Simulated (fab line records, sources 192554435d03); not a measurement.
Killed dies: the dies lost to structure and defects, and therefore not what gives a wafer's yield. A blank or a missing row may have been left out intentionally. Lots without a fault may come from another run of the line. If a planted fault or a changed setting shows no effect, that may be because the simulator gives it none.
A lot that was struck, set against a sound lot | flow n5-finfet | 37 steps out of a route of 1938
Sound: wafers L353.1, L353.4, L353.6. Wafers struck: L365.1, L365.3, L365.4. The cause is given at the end.
Order at every step that has rows: each side's tool, ch and its chambers, its first start. Under that, the readings that differ: sound wafers | struck wafers | difference of the means | sigmas: that difference in standard deviations of wafers without a fault.
alike: a reading whose means differ by less than 2 such deviations, as well as words and numbers matching on both sides. not compared: withheld readings; readings where some wafer has no value; bounds like >300 that might hide an equal value; numbers whose values overlap and for which the record gives no deviation.
The two part at a step that has a row with sigmas, a row that says differs or no value, or rows on one side only. Numbers that don't overlap but have no deviation are shown without sigmas and don't part them. Lack of a reading on every wafer of one side parts them only where that side has two or more wafers.

first, 9 steps without rows for these wafers: N5_BEOL_M4_ANNEAL_95 (time 240 s); N5_BEOL_M4_SPUTTER_96 (material Cu, target thk 4.5 nm, time 8.29 s); N5_BEOL_M4_ECD_50 (material Cu, target thk 300 nm); N5_BEOL_M4_ANNEAL_51 (time 90 s); N5_BEOL_M4_CMP_52 (polishes, stops on SiOC, t overpolish 6.8 s, target thk 40 nm); N5_BEOL_M4_PRE_CLEAN_60 (time 15 s); N5_BEOL_M4_CO_CAP_55 (material Co, precursor CCTBA/H2, target thk 2 nm, time 102.1 s); N5_BEOL_M4_PRE_CLEAN_56 (time 15 s); N5_BEOL_M4_DEP_57 (deposits SiCN from 3MS/NH3, target thk 8 nm, time 14 s).
N5_BEOL_M4_RC_MEAS_101:
  sound on prober-02 ch 0, day 10 03:47; struck on prober-02 ch 0, day 12 15:33
  alike: DIBL_N, DIBL_P, IOFF_N, IOFF_P, ION_N, ION_P, SS_N, SS_P, VT_N, VT_P
then, 24 steps without rows for these wafers: N5_BEOL_M5_ILD_DEP_00 (deposits SiCOH lowk from DEMS/porogen, target thk 140.64 nm, time 25.9 s); N5_BEOL_M5_CURE_79 (cures SiCOH lowk, time 240 s); N5_BEOL_M5_PECVD_70 (deposits SiO2 from TEOS/O2, target thk 16 nm, time 18 s); N5_BEOL_M5_HM_DEP_02 (deposits TiN, target thk 20 nm); N5_BEOL_M5_COAT_59 (time 60 s, resist thk 60 nm); N5_BEOL_M5_COAT_60 (time 60 s, resist thk 12 nm); N5_BEOL_M5_COAT_71 (time 60 s, resist thk 5 nm); N5_BEOL_M5_COAT_05 (resist thk 30 nm); N5_BEOL_M5_EBR_07; N5_BEOL_M5_SOFTBAKE_06 (time 60 s); N5_BEOL_M5_EXPOSE_08 (exposes mask M5, target cd 28 nm); N5_BEOL_M5_PEB_09 (peb time 60 s); N5_BEOL_M5_DEVELOP_10 (develop time 30 s); N5_BEOL_M5_DESCUM_16 (chemistry O2, time 7 s); N5_BEOL_M5_ETCH_72 (etches underlayer in N2/H2, target depth 6.5 nm, time 5.2 s); N5_BEOL_M5_ETCH_61 (etches SiARC in CF4, target depth 15.6 nm, time 26 s); N5_BEOL_M5_ETCH_62 (etches SOC in N2/H2, target depth 75 nm, overetch 15 nm, time 112.5 s); N5_BEOL_M5_STRIP_63 (strips in N2/H2); N5_BEOL_M5_STRIP_73 (strips in N2/H2); N5_BEOL_M5_STRIP_64 (strips in CF4); N5_BEOL_M5_HM_OPEN_17 (chemistry Cl2/BCl3, target TiN, target depth 20 nm, overetch 6 nm); N5_BEOL_M5_STRIP_19 (strips in O2); N5_BEOL_M5_COAT_65 (time 60 s, resist thk 60 nm); N5_BEOL_M5_COAT_66 (time 60 s, resist thk 12 nm).
-- the record jumps here: 3 days lie between the struck wafers' starts before and after (it left off in module BEOL_M5 and takes up again in module BEOL_M12, whose first step shown is number 1608 of the route) --
N5_BEOL_M12_EXPOSE_07: exposes mask V11.
  sound on krf-scanner-02 ch 0, day 13 09:04; struck on krf-scanner-02 ch 0, day 15 09:05
  reading                          | sound       | struck         | difference | sigmas
  model.BEOL_M12.overlay-x-nm (nm) | 4.6 4.6 4.6 | 34.2 34.2 34.2 | +29.6      |
  alike: mask
N5_BEOL_M12_OVL_MEAS_11:
  sound on overlay-01 ch 0, day 13 09:16; struck on overlay-01 ch 0, day 15 09:17
  reading      | sound  | struck   | difference | sigmas
  V11_OVL (nm) | 2 0 10 | 36 38 26 | +29        | +5
N5_PASSIVATION_PROBE_49:
  struck on prober-01, day 16 20:37; sound on prober-01, day 14 18:54
  reading                  | sound          | struck         | difference | sigmas
  defect-limited-yield (%) | 89.3 91.8 90.5 | 37.9 21.1 58.1 | -51.5      | -34
  killed_at_M4_up          | 23 7 13        | 599 805 365    | +575       | +99 or more
  killed-dies              | 126 97 112     | 733 931 494    | +608       | +34
  killed-on-rim            | 11 11 19       | 98 110 64      | +77        | +19
  sort_bin_5_function (%)  | 5.8 5.3 5.3    | 31.2 39.0 23.4 | +25.7      | +26
  sort-n-pass              | 1054 1083 1068 | 447 249 686    | -608       | -34
  sort-yield-pct (%)       | 89.3 91.8 90.5 | 37.9 21.1 58.1 | -51.5      | -34
  alike: killed_at_M0_to_M3, killed-at-contacts, killed-at-front-end, killed-at-other, killed-open, killed-short, sort_bin_6_memory

== WHERE THEY PART ==
At N5_BEOL_M12_OVL_MEAS_11 first; at N5_PASSIVATION_PROBE_49 last (within this record only).

WHY: the cause the simulator had injected
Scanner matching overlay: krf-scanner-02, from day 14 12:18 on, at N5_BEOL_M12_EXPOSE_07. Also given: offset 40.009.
